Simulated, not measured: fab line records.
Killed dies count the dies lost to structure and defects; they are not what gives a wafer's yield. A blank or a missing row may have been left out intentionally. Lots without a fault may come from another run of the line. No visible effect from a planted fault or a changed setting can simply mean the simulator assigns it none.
Which tool did it? || flow n5Finfet || 11 lots, 31 wafers sampled, at 2 steps of a route of 1938

WHAT THE GAUGES READ, wafer by wafer
N5_BEOL_M11_CD_MEAS_18: pitch 140 nm, target cd 70 nm.
{"lot": "L580", "measured": "day 12 19:26", "on": "cdSem-02", "cdNm (nm)": "69.6 69.9 70.1"}
{"lot": "L582", "measured": "day 12 20:19", "on": "cdSem-03", "cdNm (nm)": "70.0 70.0 70.6"}
{"lot": "L579", "measured": "day 12 20:28", "on": "cdSem-01", "cdNm (nm)": "69.8 70.5 70.0"}
{"lot": "L581", "measured": "day 12 20:46", "on": "cdSem-02", "cdNm (nm)": "69.9 69.9 69.5"}
{"lot": "L583", "measured": "day 13 14:09", "on": "cdSem-02", "cdNm (nm)": "70.9 70.6 70.3"}
{"lot": "L591", "measured": "day 16 10:11", "on": "cdSem-02", "cdNm (nm)": "69.4 70.8"}
{"lot": "L597", "measured": "day 17 12:55", "on": "cdSem-03", "cdNm (nm)": "69.8 69.5 70.0"}
{"lot": "L593", "measured": "day 17 15:10", "on": "cdSem-01", "cdNm (nm)": "70.0 70.0"}
{"lot": "L596", "measured": "day 18 01:14", "on": "cdSem-02", "cdNm (nm)": "69.3 70.2 69.2"}
{"lot": "L595", "measured": "day 18 03:04", "on": "cdSem-03", "cdNm (nm)": "70.3 70.3 70.4"}
{"lot": "L599", "measured": "day 18 19:31", "on": "cdSem-02", "cdNm (nm)": "69.9 69.6 69.5"}

WHICH TOOL RAN EACH LOT (tool, then ch and the chambers of the sampled wafers, then the start)
{"lot": "L580", "N5_BEOL_M11_DESCUM_16": "rieDiel-04 ch 0,2,3, day 12 18:58"}
{"lot": "L582", "N5_BEOL_M11_DESCUM_16": "rieDiel-01 ch 0,1,2, day 12 19:37"}
{"lot": "L579", "N5_BEOL_M11_DESCUM_16": "rieDiel-04 ch 0,2, day 12 19:56"}
{"lot": "L581", "N5_BEOL_M11_DESCUM_16": "rieDiel-04 ch 1,2, day 12 20:19"}
{"lot": "L583", "N5_BEOL_M11_DESCUM_16": "rieDiel-01 ch 1,2,3, day 13 13:40"}
{"lot": "L591", "N5_BEOL_M11_DESCUM_16": "rieDiel-02 ch 1,2, day 16 09:33"}
{"lot": "L597", "N5_BEOL_M11_DESCUM_16": "rieDiel-04 ch 1,3, day 17 12:27"}
{"lot": "L593", "N5_BEOL_M11_DESCUM_16": "rieDiel-01 ch 0,2, day 17 14:40"}
{"lot": "L596", "N5_BEOL_M11_DESCUM_16": "rieDiel-01 ch 0,1,2, day 18 00:47"}
{"lot": "L595", "N5_BEOL_M11_DESCUM_16": "rieDiel-02 ch 0,3, day 18 02:37"}
{"lot": "L599", "N5_BEOL_M11_DESCUM_16": "rieDiel-01 ch 1,2,3, day 18 19:01"}
- N5_BEOL_M11_DESCUM_16: chemistry O2, time 7.9 s.

THE ANSWER, worked out from the rows above alone
Rule: the usual values come from the lots themselves. The widest of any qualifying gaps counts: lots, ordered by their means at a reading, are off when they make up no more than a third of the lots, leave a main group of 4 or more, and stand apart from it by 3 or more times the standard deviation of that group's means. A main group whose means are all the same, to the digits that the tables above print for the reading, isn't used. Also off: a lot with no number at a reading for which 4 or more lots have one. All remaining lots with rows at the step are treated as sound.
Nothing can be told from this: no lot is off at any reading shown.

WHAT THE SIMULATOR HAD INSERTED
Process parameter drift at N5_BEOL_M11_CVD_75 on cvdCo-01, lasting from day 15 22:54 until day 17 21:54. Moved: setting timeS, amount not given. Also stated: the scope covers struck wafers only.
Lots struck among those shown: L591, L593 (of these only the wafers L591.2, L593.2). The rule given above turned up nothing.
